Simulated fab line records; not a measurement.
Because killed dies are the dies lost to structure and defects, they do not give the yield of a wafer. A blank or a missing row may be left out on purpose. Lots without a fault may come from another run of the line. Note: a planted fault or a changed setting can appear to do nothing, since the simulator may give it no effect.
Which of the tools did it? -- flow n5 finfet -- 36 wafers from 12 lots sampled at 4 of the route's 1938 steps

WHAT THE GAUGES READ, wafer by wafer
N5_MOL_CONTACT_COAG_INSPECT_10: inspects for defects (brightfield).
lot,measured,on,raw defect count
L075,day 4 23:04,defect inspect-02,49 76 86
L077,day 5 09:20,defect inspect-01,75 96 73
L079,day 6 01:31,defect inspect-02,77 61 91
L081,day 6 10:04,defect inspect-01,71 73 67
L083,day 6 22:29,defect inspect-01,35 92 53
L085,day 7 11:17,defect inspect-02,45 67 32
L087,day 8 01:27,defect inspect-02,39 60 105
L089,day 8 09:44,defect inspect-02,61 89 61
L091,day 8 23:48,defect inspect-01,101 80 104
L093,day 9 11:32,defect inspect-02,55 56 89
L095,day 10 01:50,defect inspect-01,67 113 53
L097,day 10 14:38,defect inspect-01,68 49 74

TOOL THAT RAN EACH LOT (tool first, then ch and the chambers of the sampled wafers, then the start)
lot,N5_GATE_CUT_SAC_CAP_01,N5_GATE_CUT_HM_DEP_46,N5_GATE_CUT_ETCH_36
L075,"ald sin-02 ch 1,2, day 4 15:49","pecvd-04 ch 0,1,2, day 4 18:25","rie diel-06 ch 1,3, day 4 19:06"
L077,"ald sin-02 ch 0,1, day 5 02:20","pecvd-04 ch 0,2, day 5 04:56","rie diel-06 ch 0,1,3, day 5 05:27"
L079,"ald sin-03 ch 0,2, day 5 18:13","pecvd-01 ch 0,2, day 5 20:49","rie diel-02 ch 0,1,3, day 5 21:28"
L081,"ald sin-03 ch 0,2, day 6 03:04","pecvd-01 ch 0,1, day 6 05:41","rie diel-02 ch 1,3, day 6 06:13"
L083,"ald sin-02 ch 0,1,3, day 6 15:30","pecvd-04 ch 0,1,2, day 6 18:06","rie diel-02 ch 0,1,2, day 6 18:47"
L085,"ald sin-01 ch 0,1,2, day 7 04:28","pecvd-02 ch 1,2, day 7 07:04","rie diel-04 ch 0,2,3, day 7 07:35"
L087,"ald sin-03 ch 1,2,3, day 7 18:22","pecvd-04 ch 0,1,2, day 7 20:58","rie diel-02 ch 0,1, day 7 21:44"
L089,"ald sin-03 ch 0,1, day 8 02:37","pecvd-01 ch 1,2, day 8 05:13","rie diel-04 ch 1,2,3, day 8 05:53"
L091,"ald sin-01 ch 0,1,2, day 8 16:18","pecvd-02 ch 1,2, day 8 18:54","rie diel-04 ch 1,2, day 8 19:59"
L093,"ald sin-01 ch 0,2, day 9 04:26","pecvd-01 ch 0,1, day 9 07:02","rie diel-04 ch 0,2, day 9 07:50"
L095,"ald sin-03 ch 0,1,2, day 9 17:24","pecvd-04 ch 0,1, day 9 20:01","rie diel-02 ch 0,3, day 9 20:44"
L097,"ald sin-02 ch 0,2,3, day 10 07:33","pecvd-02 ch 0,1, day 10 10:10","rie diel-02 ch 0,1,2, day 10 10:41"
- N5_GATE_CUT_SAC_CAP_01: material SiNx, target thk 24 nm, pulse time 1 s, ald cycles 480.
- N5_GATE_CUT_HM_DEP_46: deposits SiO2 from TEOS/O2, target thk 130 nm, time 26.6 s.
- N5_GATE_CUT_ETCH_36: etches SiARC in CF4, target depth 13 nm, time 21.7 s.

THE ANSWER, worked out from the rows above alone
Rule: the usual values come from the lots themselves. Put in order of their means at a reading, lots are off if they are a third of the lots or fewer, leave a main group of 4 or more, and stand apart from it by a gap of 3 or more times the standard deviation of the main group's means; of several such gaps the widest counts. A main group is skipped when, at the precision printed for the reading in the tables above, its means are all equal. A lot without any number at a reading at which 4 lots or more have one is off too. Any other lot the step has rows for is counted as sound.
No lot is off on any of the readings shown, so nothing can be concluded from this.

WHAT THE SIMULATOR HAD PUT IN
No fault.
